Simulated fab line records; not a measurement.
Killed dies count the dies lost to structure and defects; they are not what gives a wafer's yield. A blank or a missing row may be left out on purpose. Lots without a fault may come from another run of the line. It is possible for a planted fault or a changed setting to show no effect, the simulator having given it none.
Which tool did it? / flow n5Finfet / 33 wafers from 11 lots sampled at 3 of the route's 1938 steps

== WHAT EACH GAUGE READ, for each wafer ==
N5_BEOL_M3_OVL_MEAS_29.
lot=L075; measured=day 7 07:28; on=overlay-02; V2_OVL (nm)=0.6 0.4 0.2
lot=L083; measured=day 10 01:57; on=overlay-02; V2_OVL (nm)=1.3 0.2 0.7
lot=L080; measured=day 10 02:01; on=overlay-02; V2_OVL (nm)=-0.7 -0.6 1.2
lot=L081; measured=day 10 04:59; on=overlay-02; V2_OVL (nm)=-0.4 0.5 0.3
lot=L084; measured=day 10 12:49; on=overlay-02; V2_OVL (nm)=-0.1 -0.1 0.2
lot=L088; measured=day 10 17:23; on=overlay-01; V2_OVL (nm)=0.5 1.1 0.2
lot=L087; measured=day 10 23:59; on=overlay-01; V2_OVL (nm)=0.9 1.3 1.4
lot=L090; measured=day 11 19:46; on=overlay-02; V2_OVL (nm)=-0.1 0.2 1.5
lot=L092; measured=day 12 12:43; on=overlay-02; V2_OVL (nm)=0.5 1.6 -0.2
lot=L094; measured=day 12 18:54; on=overlay-02; V2_OVL (nm)=0.8 1.7 1.0
lot=L096; measured=day 13 08:26; on=overlay-02; V2_OVL (nm)=0.4 0.0 0.4

== WHAT TOOL EACH LOT RAN ON (gives the tool, then ch and the chambers of the sampled wafers, and finally the start) ==
lot=L075; N5_BEOL_M3_ETCH_63=rieDiel-01 ch 0,1, day 7 06:37; N5_BEOL_M3_ETCH_64=rieDiel-01 ch 0,1, day 7 06:38
lot=L083; N5_BEOL_M3_ETCH_63=rieDiel-06 ch 1,3, day 10 00:53; N5_BEOL_M3_ETCH_64=rieDiel-06 ch 1,3, day 10 00:55
lot=L080; N5_BEOL_M3_ETCH_63=rieDiel-01 ch 0,1,3, day 10 00:58; N5_BEOL_M3_ETCH_64=rieDiel-01 ch 0,1,3, day 10 00:59
lot=L081; N5_BEOL_M3_ETCH_63=rieDiel-01 ch 0,2,3, day 10 04:07; N5_BEOL_M3_ETCH_64=rieDiel-01 ch 0,2,3, day 10 04:08
lot=L084; N5_BEOL_M3_ETCH_63=rieDiel-01 ch 0,2,3, day 10 12:05; N5_BEOL_M3_ETCH_64=rieDiel-01 ch 0,2,3, day 10 12:06
lot=L088; N5_BEOL_M3_ETCH_63=rieDiel-05 ch 0,2,3, day 10 16:38; N5_BEOL_M3_ETCH_64=rieDiel-05 ch 0,2,3, day 10 16:40
lot=L087; N5_BEOL_M3_ETCH_63=rieDiel-01 ch 0,2,3, day 10 23:08; N5_BEOL_M3_ETCH_64=rieDiel-01 ch 0,2,3, day 10 23:12
lot=L090; N5_BEOL_M3_ETCH_63=rieDiel-06 ch 0,1,2, day 11 19:02; N5_BEOL_M3_ETCH_64=rieDiel-06 ch 0,1,2, day 11 19:04
lot=L092; N5_BEOL_M3_ETCH_63=rieDiel-01 ch 0,3, day 12 11:52; N5_BEOL_M3_ETCH_64=rieDiel-01 ch 0,3, day 12 11:53
lot=L094; N5_BEOL_M3_ETCH_63=rieDiel-05 ch 1,2, day 12 18:10; N5_BEOL_M3_ETCH_64=rieDiel-05 ch 1,2, day 12 18:12
lot=L096; N5_BEOL_M3_ETCH_63=rieDiel-05 ch 0,1, day 13 07:34; N5_BEOL_M3_ETCH_64=rieDiel-05 ch 0,1, day 13 07:35
- N5_BEOL_M3_ETCH_63: etches SiARC in CF4, target depth 15.6 nm, time 26 s.
- N5_BEOL_M3_ETCH_64: etches SOC in N2/H2, target depth 75 nm, overetch 15 nm, time 112.5 s.

== THE ANSWER, worked out from the rows above alone ==
Rule: the usual values come from the lots themselves. Put in order of their means at a reading, lots are off if they are a third of the lots or fewer, leave a main group of 4 or more, and stand apart from it by a gap of 3 or more times the standard deviation of the main group's means; of several such gaps the widest counts. A main group is skipped when, at the precision printed for the reading in the tables above, its means are all equal. Also off: a lot with no number at a reading for which 4 or more lots have one. Any other lot the step has rows for is counted as sound.
Nothing can be told from this: no lot is off at any reading shown.

== WHAT HAD BEEN PUT IN BY THE SIMULATOR ==
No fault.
